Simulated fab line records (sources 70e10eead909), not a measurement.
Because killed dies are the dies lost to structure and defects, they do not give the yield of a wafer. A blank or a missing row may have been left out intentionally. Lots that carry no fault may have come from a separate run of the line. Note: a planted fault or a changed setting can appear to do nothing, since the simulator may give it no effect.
Chamber matching ; flow nand harc ; 4 sister chambers for NHARC_A_WL_FILL_ALD_02 on ald metal-04
The step deposits TiN, target thk 2 nm, pulse time 3 s, ald cycles 100. 16 wafers are shown with their chamber, then 8 later ones without.

== WAFERS WITH THEIR CHAMBER ==
wafer;chamber;heater power w (W);heater power outer w (W);precursor pulse height rel
L076.1;0;1139;720;0.978
L076.4;0;1188;724;1.002
L076.6;3;1106;727;1.013
L081.3;1;1044;684;1.012
L081.4;2;993;642;0.994
L081.6;2;1020;671;1.001
L088.4;2;1033;671;0.997
L088.5;0;1159;729;1.015
L088.6;3;1084;732;0.983
L087.4;1;1054;659;1.023
L087.5;1;1020;659;0.984
L087.6;0;1177;722;1.006
L085.4;2;1027;675;0.997
L085.5;2;1046;675;0.969
L085.6;3;1119;714;0.999
L090.2;0;1177;716;0.995

SIGNATURES (means of the wafers above)
reading;chamber 0;chamber 1;chamber 2;chamber 3;scatter within a chamber
heater power w;1168.00;1039.33;1023.80;1103.00;18.9
heater power outer w;722.20;667.33;666.80;724.33;11.1
precursor pulse height rel;0.99920;1.00633;0.99160;0.99833;0.015
Rule: distance of a wafer from a chamber = root of the sum over the readings of ((wafer's reading minus chamber's mean) / reading's scatter) squared. The wafer belongs to the nearest chamber; if the next one is less than 2 further off, it can't be placed. The scatter: take each reading less its chamber's mean, square it, sum over the shown wafers, divide by the number of wafers less the number of chambers, and take the root.

== WAFERS WITHOUT THEIR CHAMBER ==
wafer;heater power w (W);heater power outer w (W);precursor pulse height rel
L090.4;1102;698;0.972
L090.5;1212;726;0.979
L089.1;1194;735;0.991
L089.3;1055;676;1.039
L089.6;1019;653;1.017
L096.2;1191;737;0.970
L096.3;1106;724;1.013
L096.5;1038;658;1.017

== WHICH CHAMBER EACH ONE RAN IN ==
wafer;from the rows above;in truth
L090.4;can't be placed: 3 or 0 or 1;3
L090.5;0;0
L089.1;0;0
L089.3;can't be placed: 1 or 2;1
L089.6;can't be placed: 1 or 2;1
L096.2;0;0
L096.3;3;3
L096.5;can't be placed: 1 or 2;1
Placed correctly: 4 of 8. Can't be placed from these rows: 4 (the true chamber is among the candidates in 4). Placed wrongly: 0.
